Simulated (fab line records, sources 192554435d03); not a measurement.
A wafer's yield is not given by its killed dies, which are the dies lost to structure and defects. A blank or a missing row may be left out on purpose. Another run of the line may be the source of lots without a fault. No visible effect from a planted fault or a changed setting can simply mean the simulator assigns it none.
fab line records ; flow n5-finfet
record lots=9; wafers=26; last-day=17
route steps=1938 shown BEOL_M3@945 BEOL_M4@1111 PASSIVATION@1936
lots with no fault: from the same line, run without faults
start-h: the number of hours between the record's first day and the start of the first shown wafer of the lot ; wait-h: time in hours since the lot's previous step ; " same as the row above ; L1.1+2: one row covering several wafers at once ; - either no value or no given start ; * or withheld: withheld ; < > ~ a bound
route shown NAME@n: names a module that has steps shown in the file, with the first one's number in the route ; usual: mean and standard deviation over wafers with no fault ; same: alike in all rows ; chamber/n: place in a boat ; sites: per-site readings ; _std_site: how widely they spread, as a standard deviation ; _edge_site: the outer-site mean with the inner-site mean subtracted ; radius-mm: how far each site lies from the wafer's centre ; mask NAME#n: copy n ; behind: tool/chamber where the wafer was last shaped ; hold: cause of the lot's hold/its duration in hours/its outcome ; device: names the non-switching transistor (n, p or np) ; end of line: tests run on the same wafers once the route is complete ; a step given without rows: its recipe and nothing more ; killed: dies that structure and defects cost at the first sort, which is not the same as the wafer's yield ; map: per-die view of a wafer (x killed, . not killed, _ where there is no die)
set.NAME: the setting as run; set.NAME@STEP: as run at that earlier step ; model.NAME: the simulator's own value behind a step, which no gauge read
one table for each step of the route and one row for each wafer, over a sample of lots
services: the hour from which a tool's chamber was out of use, counted from the record's first day as start-h (under 0 if before that day), plus the number of hours and why
## steps
# step N5_BEOL_M3_OVL_MEAS_12
# recipe points-per-wafer=522
# usual M3_OVL=0.1/0.79
lot.wafer;tool;chamber;start-h;wait-h;M3_OVL[nm]
L380.1;overlay-01;0;146.69;0.0;0.1
L380.3;overlay-01;0;146.69;0.0;1.3
L380.5;overlay-01;0;146.69;0.0;0.8
L385.2;overlay-01;0;183.47;0.0;1.5
L385.3;overlay-01;0;183.47;0.0;0.9
L386.1;overlay-01;0;189.71;0.0;-0.8
L386.3;overlay-01;0;189.71;0.0;-1.1
L386.6;overlay-01;0;189.71;0.0;-0.1
L387.2;overlay-01;0;208.17;0.0;0.9
L387.3;overlay-01;0;208.17;0.0;-0.1
L387.5;overlay-01;0;208.17;0.0;-0.3
L394.4;overlay-01;0;239.98;0.0;-1.2
L394.5;overlay-01;0;239.98;0.0;0.7
L394.6;overlay-01;0;239.98;0.0;-0.1
L395.1;overlay-01;0;245.71;0.0;-0.7
L395.2;overlay-01;0;245.71;0.0;-0.5
L395.6;overlay-01;0;245.71;0.0;0.7
L397.1;overlay-01;0;266.46;0.0;1.8
L397.2;overlay-01;0;266.46;0.0;0.8
L397.6;overlay-01;0;266.46;0.0;0.0
L400.1;overlay-01;0;284.31;0.0;0.8
L400.2;overlay-01;0;284.31;0.0;0.1
L400.4;overlay-01;0;284.31;0.0;0.0
L401.2;overlay-01;0;290.48;0.0;-0.7
L401.3;overlay-01;0;290.48;0.0;0.9
L401.5;overlay-01;0;290.48;0.0;0.3
# step N5_BEOL_M3_INSPECT_30
# recipe mode=adi; inspect-instrument=brightfield
# usual raw-defect-count=432/110
lot.wafer;tool;chamber;start-h;wait-h;raw-defect-count
L380.1;defect-inspect-02;-;149.31;0.1;481
L380.3;defect-inspect-02;-;149.31;0.1;539
L380.5;defect-inspect-02;-;149.31;0.1;544
L385.2;defect-inspect-02;-;184.51;0.0;361
L385.3;defect-inspect-02;-;184.51;0.0;660
L386.1;defect-inspect-01;-;190.86;0.1;344
L386.3;defect-inspect-01;-;190.86;0.1;374
L386.6;defect-inspect-01;-;190.86;0.1;361
L387.2;defect-inspect-02;-;209.37;0.0;295
L387.3;defect-inspect-02;-;209.37;0.0;388
L387.5;defect-inspect-02;-;209.37;0.0;295
L394.4;defect-inspect-01;-;241.03;0.0;412
L394.5;defect-inspect-01;-;241.03;0.0;332
L394.6;defect-inspect-01;-;241.03;0.0;588
L395.1;defect-inspect-01;-;246.76;0.1;533
L395.2;defect-inspect-01;-;246.76;0.1;504
L395.6;defect-inspect-01;-;246.76;0.1;358
L397.1;defect-inspect-01;-;267.42;0.1;306
L397.2;defect-inspect-01;-;267.42;0.1;388
L397.6;defect-inspect-01;-;267.42;0.1;373
L400.1;defect-inspect-02;-;285.31;0.1;386
L400.2;defect-inspect-02;-;285.31;0.1;418
L400.4;defect-inspect-02;-;285.31;0.1;351
L401.2;defect-inspect-01;-;291.54;0.0;468
L401.3;defect-inspect-01;-;291.54;0.0;449
L401.5;defect-inspect-01;-;291.54;0.0;481
# step N5_BEOL_M3_ETCH_77
# recipe chemistry=N2/H2; target=underlayer; target-depth-a=65; mask-material=CAR-EUV; time-s=5.2; ion-energy-ev=200; pressure-mtorr=30; source-w=840; bias-w=150; n2-flow-sccm=200; h2-flow-sccm=200; ends=cleared
# usual drypump-motor-current-A=5.6/0.46; etch-rf-on-time-s=5.19/0.12; n2-flow-sccm=199.9/0.58; oes-product-au=0.66/0.07; rf-fwd-power-W=819.6/2.6; rf-vpp-V=524/3.2; showerhead-plenum-p-Torr=2.56/0.1; throttle-valve-pct=17.91/0.26
lot.wafer;tool;chamber;start-h;wait-h;drypump-motor-current-A;etch-rf-on-time-s;n2-flow-sccm;oes-product-au;rf-fwd-power-W;rf-hours-counter-h;rf-vpp-V;showerhead-plenum-p-Torr;throttle-valve-pct
L380.1;rie-diel-04;3;151.20;0.0;6.0;5.24;200.2;0.60;820.3;216;526;2.61;17.87
L380.3;rie-diel-04;1;151.20;0.0;5.4;5.12;199.0;0.61;822.5;212;527;2.63;18.47
L380.5;rie-diel-04;0;151.20;0.0;5.3;5.23;199.3;0.65;826.2;-;526;2.63;17.81
L385.2;rie-diel-04;0;184.58;0.0;5.4;3.65;200.1;0.79;819.1;172;527;2.63;17.86
L385.3;rie-diel-04;1;184.58;0.0;5.4;3.62;200.2;0.75;820.9;225;527;2.62;18.56
L386.1;rie-diel-04;1;190.93;0.0;5.5;5.12;199.4;0.60;823.7;228;525;2.62;18.51
L386.3;rie-diel-04;2;190.93;0.0;5.9;3.81;200.0;0.85;819.1;61;527;2.56;17.56
L386.6;rie-diel-04;3;190.93;0.0;6.1;5.20;200.3;0.59;815.8;-;527;2.61;17.90
L387.2;rie-diel-04;3;209.44;0.0;6.0;3.64;199.8;0.72;821.9;237;525;2.61;17.99
L387.3;rie-diel-04;2;209.44;0.0;5.9;3.82;201.0;0.85;820.9;66;522;2.56;17.58
L387.5;rie-diel-04;0;209.44;0.0;5.3;5.17;199.3;0.65;821.8;-;526;2.62;17.85
L394.4;rie-diel-06;1;241.24;0.0;5.6;5.13;199.4;0.66;817.5;145;520;2.36;17.89
L394.5;rie-diel-06;2;241.24;0.0;4.8;5.05;199.6;0.76;823.5;-;530;2.70;17.67
L394.6;rie-diel-06;1;241.24;0.0;5.6;5.15;200.0;0.65;823.3;-;518;2.36;17.90
L395.1;rie-diel-06;2;246.83;0.0;4.8;5.00;200.8;0.77;822.4;33;528;2.70;17.66
L395.2;rie-diel-06;1;246.83;0.0;5.5;5.11;198.9;0.64;816.9;147;518;2.36;17.90
L395.6;rie-diel-06;2;246.83;0.0;4.8;5.04;199.8;0.78;818.4;-;527;2.70;17.72
L397.1;rie-diel-06;1;267.53;0.0;5.5;5.07;199.8;0.65;819.1;154;518;2.36;17.90
L397.2;rie-diel-06;0;267.53;0.0;5.6;5.29;200.3;0.61;824.6;219;525;2.61;18.08
L397.6;rie-diel-06;1;267.53;0.0;5.5;5.13;199.8;0.64;819.6;-;516;2.36;17.92
L400.1;rie-diel-04;0;285.38;0.0;5.3;5.20;199.8;0.63;824.2;209;526;2.61;17.90
L400.2;rie-diel-04;2;285.38;0.0;5.9;5.31;200.0;0.69;816.2;87;524;2.55;17.58
L400.4;rie-diel-04;3;285.38;0.0;6.0;5.17;200.3;0.78;820.2;-;526;2.60;17.41
L401.2;rie-diel-01;1;291.61;0.0;6.4;5.19;199.7;0.63;818.9;199;524;2.53;18.15
L401.3;rie-diel-01;0;291.61;0.0;6.2;5.32;199.0;0.57;816.7;230;521;2.39;18.21
L401.5;rie-diel-01;2;291.61;0.0;5.1;5.38;198.7;0.63;819.9;-;526;2.63;17.87
# step N5_BEOL_M3_ETCH_70
# recipe chemistry=N2/H2; target=SOC; target-depth-a=800; overetch-a=160; mask-material=SiARC; temp-c=40; time-s=120; ion-energy-ev=200; pressure-mtorr=30; source-w=840; bias-w=150; n2-flow-sccm=200; h2-flow-sccm=200
# usual drypump-motor-current-A=5.7/0.5; n2-flow-sccm=200.0/0.65; oes-product-au=0.59/0.057; rf-fwd-power-W=835.7/2.8; rf-vpp-V=524/3; showerhead-plenum-p-Torr=2.55/0.11; throttle-valve-pct=17.87/0.23
lot.wafer;tool;chamber;start-h;wait-h;drypump-motor-current-A;n2-flow-sccm;oes-product-au;rf-fwd-power-W;rf-hours-counter-h;rf-vpp-V;showerhead-plenum-p-Torr;throttle-valve-pct
L380.1;rie-diel-06;3;159.81;0.0;6.2;200.1;0.55;839.2;224;524;2.50;17.92
L380.3;rie-diel-06;1;159.81;0.0;5.5;200.8;0.59;832.7;121;517;2.37;17.84
L380.5;rie-diel-06;2;159.81;0.0;4.9;200.1;0.73;834.7;-;528;2.72;17.58
L385.2;rie-diel-04;2;186.47;0.0;5.9;200.5;0.65;834.8;59;525;2.56;17.50
L385.3;rie-diel-04;1;186.47;0.0;5.4;199.3;0.54;835.7;226;526;2.62;18.46
L386.1;rie-diel-06;0;191.73;0.0;5.6;199.6;0.56;835.4;196;526;2.62;18.03
L386.3;rie-diel-06;2;191.73;0.0;4.8;199.5;0.70;834.0;16;529;2.71;17.59
L386.6;rie-diel-06;0;191.73;0.0;5.6;200.6;0.56;831.8;-;525;2.62;18.02
L387.2;rie-diel-06;2;211.89;0.0;4.8;200.2;0.70;834.3;21;527;2.71;17.63
L387.3;rie-diel-06;0;211.89;0.0;5.6;199.8;0.56;830.7;202;527;2.62;18.03
L387.5;rie-diel-06;3;211.89;0.0;6.2;200.0;0.54;838.4;-;524;2.49;17.96
L394.4;rie-diel-01;2;241.58;0.0;5.1;200.4;0.58;840.0;157;526;2.63;17.82
L394.5;rie-diel-01;1;241.58;0.0;6.4;200.1;0.58;834.6;-;523;2.54;18.05
L394.6;rie-diel-01;0;241.58;0.0;6.2;200.0;0.54;832.9;-;523;2.40;18.13
L395.1;rie-diel-01;0;247.74;0.0;6.2;200.7;0.53;832.7;212;520;2.40;18.13
L395.2;rie-diel-01;1;247.74;0.0;6.4;199.8;0.57;836.2;181;524;2.54;18.05
L395.6;rie-diel-01;0;247.74;0.0;6.2;199.9;0.54;834.3;-;522;2.40;18.14
L397.1;rie-diel-06;0;269.04;0.0;5.6;200.6;0.55;835.8;219;525;2.61;18.06
L397.2;rie-diel-06;1;269.04;0.0;5.5;200.0;0.58;834.9;154;518;2.36;17.86
L397.6;rie-diel-06;3;269.04;0.0;6.2;199.5;0.73;833.0;-;523;2.49;17.51
L400.1;rie-diel-06;0;286.29;0.0;5.6;199.9;0.55;832.0;225;526;2.61;18.05
L400.2;rie-diel-06;2;286.29;0.0;4.8;199.8;0.66;834.1;45;528;2.70;17.67
L400.4;rie-diel-06;1;286.29;0.0;5.5;200.2;0.57;831.3;159;518;2.36;17.88
L401.2;rie-diel-06;3;293.82;0.0;6.2;199.2;0.69;838.7;13;522;2.48;17.53
L401.3;rie-diel-06;0;293.82;0.0;5.6;198.6;0.54;834.6;226;526;2.61;18.06
L401.5;rie-diel-06;2;293.82;0.0;4.8;200.0;0.66;835.3;-;528;2.70;17.67
# step N5_BEOL_M4_RC_MEAS_101
# usual DIBL_N=35.9/1.8; DIBL_P=36.2/2; IOFF_N=0.16/0.031; IOFF_P=0.22/0.041; ION_N=676/11; ION_P=465/8.5; SS_N=71.4/0.64; SS_P=73.2/0.7; VT_N=250/3.5; VT_P=-250/3.9
lot.wafer;tool;chamber;start-h;wait-h;DIBL_N[mV/V];DIBL_P[mV/V];IOFF_N[nA/um];IOFF_P[nA/um];ION_N[uA/um];ION_P[uA/um];SS_N[mV/dec];SS_P[mV/dec];VT_N[mV];VT_P[mV]
L380.1;prober-02;0;172.36;0.0;35.3;37.7;0.15;0.21;681;472;70.8;73.5;250;-250
L380.3;prober-02;0;172.36;0.0;34.0;35.3;0.13;0.18;657;456;70.9;73.1;253;-252
L380.5;prober-02;0;172.36;0.0;35.9;37.8;0.16;0.22;688;467;70.8;73.5;251;-249
L385.2;prober-02;0;203.33;0.2;37.4;37.0;0.16;0.19;670;455;71.0;73.2;250;-253
L385.3;prober-02;0;203.33;0.2;38.2;39.8;0.19;0.24;684;464;71.9;73.7;248;-250
L386.1;prober-01;0;214.18;0.0;34.1;32.5;0.12;0.19;672;468;71.3;72.5;253;-250
L386.3;prober-01;0;214.18;0.0;36.5;35.7;0.17;0.24;682;464;71.4;73.8;247;-247
L386.6;prober-01;0;214.18;0.0;36.3;35.0;0.16;0.22;675;459;71.6;72.7;249;-247
L387.2;prober-01;0;231.62;0.2;34.9;37.0;0.15;0.21;687;466;71.2;73.0;249;-249
L387.3;prober-01;0;231.62;0.2;35.7;37.8;0.17;0.23;681;467;72.0;73.2;251;-249
L387.5;prober-01;0;231.62;0.2;34.9;37.7;0.15;0.23;675;468;71.4;73.7;249;-249
L394.4;prober-01;0;260.33;0.5;35.2;35.3;0.14;0.17;675;460;70.3;72.5;250;-253
L394.5;prober-01;0;260.33;0.5;34.8;35.6;0.13;0.16;676;458;71.0;72.3;254;-256
L394.6;prober-01;0;260.33;0.5;35.6;35.4;0.14;0.17;678;455;71.6;72.6;252;-256
L395.1;prober-01;0;266.56;0.0;37.0;35.9;0.19;0.23;682;465;72.1;72.8;244;-248
L395.2;prober-01;0;266.56;0.0;35.4;35.0;0.14;0.20;678;468;72.1;72.6;251;-251
L395.6;prober-01;0;266.56;0.0;36.2;35.4;0.16;0.21;671;462;72.0;73.4;250;-251
L397.1;prober-02;0;284.66;0.0;36.1;35.7;0.13;0.20;661;461;70.1;73.6;252;-250
L397.2;prober-02;0;284.66;0.0;42.1;43.3;0.29;0.37;712;481;71.9;74.9;239;-239
L397.6;prober-02;0;284.66;0.0;37.3;37.6;0.16;0.25;677;469;70.5;74.3;250;-246
L400.1;prober-01;0;303.26;0.0;36.2;34.7;0.17;0.22;680;459;71.8;73.0;247;-251
L400.2;prober-01;0;303.26;0.0;34.7;33.7;0.14;0.20;669;466;71.2;72.9;249;-251
L400.4;prober-01;0;303.26;0.0;34.8;33.1;0.15;0.19;662;458;71.2;71.8;250;-250
L401.2;prober-02;0;308.80;0.2;35.1;35.2;0.14;0.21;684;470;71.1;72.6;247;-248
L401.3;prober-02;0;308.80;0.2;37.9;37.1;0.18;0.24;691;473;71.3;74.2;248;-248
L401.5;prober-02;0;308.80;0.2;37.0;36.8;0.16;0.24;678;470;71.6;73.5;248;-248
# step N5_PASSIVATION_PROBE_49
# usual defect-limited-yield=91.3/1.3; killed_at_M0_to_M3=35/9.3; killed_at_M4_up=14/5.2; killed-at-contacts=12/5.9; killed-at-front-end=38/11; killed-at-other=4/3.7; killed-dies=103/15; killed-open=67/12; killed-short=34/8; sort_bin_5_function=5.1/0.88; sort_bin_6_memory=3.3/0.65; sort_bin_8_speed=0.00/0.03; sort-n-pass=1077/15; sort-yield-pct=91.3/1.3
# same gross-dies=1180; killed-at-back-side=0; sort_bin_4_leakage[%]=0
lot.wafer;tool;chamber;start-h;wait-h;defect-limited-yield[%];killed_at_M0_to_M3;killed_at_M4_up;killed-at-contacts;killed-at-front-end;killed-at-other;killed-dies;killed-open;killed-short;sort_bin_5_function[%];sort_bin_6_memory[%];sort_bin_8_speed[%];sort-n-pass;sort-yield-pct[%]
L385.2;prober-02;-;315.47;0.1;88.6;50;17;19;45;3;134;92;41;6.6;4.5;0;1046;88.6
# killed by level:class
L385.2 MOL_CONTACT_COAG:geometric-particle:open=16 FIN_SAQP:geometric-particle:open=12 BEOL_M2:geometric-particle:open=11 BEOL_M0_SAQP:geometric-particle:open=10 FIN_SAQP:geometric-particle:short=8 BEOL_M0_SAQP:geometric-particle:short=8 STARTING-WAFER:geometric-particle:short=7 BEOL_M0:geometric-particle:open=6
## services
tool;chamber;start-h;hours;kind
rie-diel-06;2;130.38;-;clean
rie-diel-06;2;130.38;-;consumable-replace:focus-ring
rie-diel-06;2;130.38;-;consumable-replace:showerhead
rie-diel-06;2;130.38;17.2;scheduled-down
rie-diel-06;2;130.38;17.2;vent-cycle
rie-diel-01;-;142.97;28.1;pm
rie-diel-06;-;151.78;0.2;repair
rie-diel-06;3;242.81;-;clean
rie-diel-06;3;242.81;-;consumable-replace:focus-ring
rie-diel-06;3;242.81;17.0;scheduled-down
rie-diel-06;3;242.81;17.0;vent-cycle
rie-diel-01;2;244.51;16.5;repair
rie-diel-04;3;251.21;-;clean
rie-diel-04;3;251.21;-;consumable-replace:focus-ring
rie-diel-04;3;251.21;22.0;scheduled-down
rie-diel-04;3;251.21;22.0;vent-cycle
rie-diel-01;3;261.45;-;clean
rie-diel-01;3;261.45;-;consumable-replace:focus-ring
rie-diel-04;1;273.24;-;clean
rie-diel-04;1;273.24;-;consumable-replace:focus-ring
rie-diel-04;1;273.24;28.3;scheduled-down
rie-diel-04;1;273.24;28.3;vent-cycle
rie-diel-06;0;287.07;4.0;repair
rie-diel-01;1;288.75;1.8;repair
## key
first-sign step=N5_BEOL_M3_ETCH_77; reading=etch-rf-on-time-s; direction=down; sigmas=12; usual=*; struck=*
effect step=N5_BEOL_M3_ETCH_77; reading=oes-product-au; direction=up; sigmas=1.9; usual=0.66; struck=0.79; wafers-moved=4
met-at N5_BEOL_M3_ETCH_77
struck-lots L385,L386,L387
struck-wafers L385.2,L385.3,L386.3,L387.2,L387.3
not-acting-at N5_BEOL_M3_OVL_MEAS_12,N5_BEOL_M3_INSPECT_30,N5_BEOL_M3_ETCH_70
onset-between 151.20 184.58
fault kind=process-parameter-drift; tool=rie-diel-04; chamber=-; onset-h=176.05; steps=N5_BEOL_M3_ETCH_77; channel=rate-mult; offset=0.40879; shape=step; end-h=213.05; scope=struck-wafers-only
